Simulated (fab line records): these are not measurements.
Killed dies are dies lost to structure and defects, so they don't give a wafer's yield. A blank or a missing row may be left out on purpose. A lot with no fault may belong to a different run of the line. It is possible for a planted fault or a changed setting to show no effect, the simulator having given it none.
Which tool was responsible? :: flow n5Finfet :: 25 wafers from 9 lots sampled at 6 of the route's 1938 steps

## WHAT EACH GAUGE READ, for each wafer
N5_BEOL_M4_RC_MEAS_101.
lot: L481
measured: day 9 08:05
on: prober-02
DIBL_N (mV/V): 36.1 35.4 35.2

lot: L484
measured: day 9 15:12
on: prober-01
DIBL_N (mV/V): 38.2 38.3 37.6

lot: L486
measured: day 9 14:41
on: prober-02
DIBL_N (mV/V): 35.8 36.6

lot: L489
measured: day 10 01:23
on: prober-02
DIBL_N (mV/V): 35.7 35.9 35.4

lot: L491
measured: day 11 09:05
on: prober-01
DIBL_N (mV/V): 34.4 31.1 35.0

lot: L490
measured: day 11 08:19
on: prober-01
DIBL_N (mV/V): 33.8 34.2 37.2

lot: L501
measured: day 13 17:23
on: prober-02
DIBL_N (mV/V): 35.5 40.2

lot: L503
measured: day 14 10:01
on: prober-01
DIBL_N (mV/V): 37.0 36.2 34.6

lot: L504
measured: day 14 09:56
on: prober-02
DIBL_N (mV/V): 37.7 35.9 36.3

## EACH LOT AND THE TOOL THAT RAN IT (in order: tool; ch and the chambers of the sampled wafers; start)
lot: L481
N5_BEOL_M1_ANNEAL_95: pvdSputter-03, day 7 19:16
N5_BEOL_M1_ANNEAL_51: rtpAnneal-02 ch 0, day 7 19:42
N5_BEOL_M2_PECVD_72: pecvd-02 ch 0,1,2, day 7 20:37
N5_BEOL_M2_COAT_62: lithoTrack-05 ch 0, day 7 21:55
N5_BEOL_M2_ETCH_63: rieDiel-03 ch 0,1,3, day 7 22:21

lot: L484
N5_BEOL_M1_ANNEAL_95: pvdSputter-01, day 8 00:23
N5_BEOL_M1_ANNEAL_51: rtpAnneal-02 ch 0, day 8 01:00
N5_BEOL_M2_PECVD_72: pecvd-02 ch 0,2, day 8 02:04
N5_BEOL_M2_COAT_62: lithoTrack-05 ch 0, day 8 02:32
N5_BEOL_M2_ETCH_63: rieDiel-01 ch 0,2,3, day 8 03:10

lot: L486
N5_BEOL_M1_ANNEAL_95: pvdSputter-02, day 8 02:05
N5_BEOL_M1_ANNEAL_51: rtpAnneal-01 ch 0, day 8 02:25
N5_BEOL_M2_PECVD_72: pecvd-02 ch 0,1, day 8 03:43
N5_BEOL_M2_COAT_62: lithoTrack-01 ch 0, day 8 05:22
N5_BEOL_M2_ETCH_63: rieDiel-03 ch 0,3, day 8 05:52

lot: L489
N5_BEOL_M1_ANNEAL_95: pvdSputter-02, day 8 10:47
N5_BEOL_M1_ANNEAL_51: rtpAnneal-02 ch 0, day 8 11:07
N5_BEOL_M2_PECVD_72: pecvd-03 ch 1,2, day 8 12:08
N5_BEOL_M2_COAT_62: lithoTrack-01 ch 0, day 8 12:32
N5_BEOL_M2_ETCH_63: rieDiel-01 ch 0,2, day 8 13:05

lot: L491
N5_BEOL_M1_ANNEAL_95: pvdSputter-01, day 8 17:38
N5_BEOL_M1_ANNEAL_51: rtpAnneal-01 ch 0, day 8 18:01
N5_BEOL_M2_PECVD_72: pecvd-04 ch 0,1, day 8 19:05
N5_BEOL_M2_COAT_62: lithoTrack-05 ch 0, day 8 21:17
N5_BEOL_M2_ETCH_63: rieDiel-06 ch 1,2, day 8 21:51

lot: L490
N5_BEOL_M1_ANNEAL_95: pvdSputter-01, day 8 20:29
N5_BEOL_M1_ANNEAL_51: rtpAnneal-02 ch 0, day 8 20:55
N5_BEOL_M2_PECVD_72: pecvd-02 ch 1,2, day 8 22:49
N5_BEOL_M2_COAT_62: lithoTrack-01 ch 0, day 9 00:42
N5_BEOL_M2_ETCH_63: rieDiel-01 ch 0,2,3, day 9 01:08

lot: L501
N5_BEOL_M1_ANNEAL_95: pvdSputter-03, day 11 10:00
N5_BEOL_M1_ANNEAL_51: rtpAnneal-02 ch 0, day 11 11:34
N5_BEOL_M2_PECVD_72: pecvd-04 ch 2, day 11 12:34
N5_BEOL_M2_COAT_62: lithoTrack-04 ch 0, day 11 13:25
N5_BEOL_M2_ETCH_63: rieDiel-06 ch 0,2, day 11 13:52

lot: L503
N5_BEOL_M1_ANNEAL_95: pvdSputter-01, day 12 03:10
N5_BEOL_M1_ANNEAL_51: rtpAnneal-02 ch 0, day 12 03:30
N5_BEOL_M2_PECVD_72: pecvd-02 ch 1,2, day 12 04:31
N5_BEOL_M2_COAT_62: lithoTrack-01 ch 0, day 12 04:53
N5_BEOL_M2_ETCH_63: rieDiel-01 ch 0,1,2, day 12 05:20

lot: L504
N5_BEOL_M1_ANNEAL_95: pvdSputter-02, day 12 09:33
N5_BEOL_M1_ANNEAL_51: rtpAnneal-02 ch 0, day 12 09:56
N5_BEOL_M2_PECVD_72: pecvd-04 ch 1,2, day 12 10:55
N5_BEOL_M2_COAT_62: lithoTrack-01 ch 0, day 12 11:36
N5_BEOL_M2_ETCH_63: rieDiel-01 ch 1,2,3, day 12 12:11
- N5_BEOL_M1_ANNEAL_95: time 240 s.
- N5_BEOL_M1_ANNEAL_51: time 90 s.
- N5_BEOL_M2_PECVD_72: deposits SiO2 from TEOS/O2, target thk 16 nm, time 18 s.
- N5_BEOL_M2_COAT_62: time 60 s, resist thk 12 nm.
- N5_BEOL_M2_ETCH_63: etches SiARC in CF4, target depth 15.6 nm, time 26 s.

## THE ANSWER, worked out from the rows above alone
Rule: what is usual is taken from the lots themselves. The widest of any qualifying gaps counts: lots, ordered by their means at a reading, are off when they make up no more than a third of the lots, leave a main group of 4 or more, and stand apart from it by 3 or more times the standard deviation of that group's means. A main group is skipped when, at the precision printed for the reading in the tables above, its means are all equal. Also off: a lot with no number at a reading for which 4 or more lots have one. The other lots that the step has rows for count as sound.
Across all readings shown, no lot is off: no conclusion can be drawn from this.

## WHAT THE SIMULATOR PUT IN
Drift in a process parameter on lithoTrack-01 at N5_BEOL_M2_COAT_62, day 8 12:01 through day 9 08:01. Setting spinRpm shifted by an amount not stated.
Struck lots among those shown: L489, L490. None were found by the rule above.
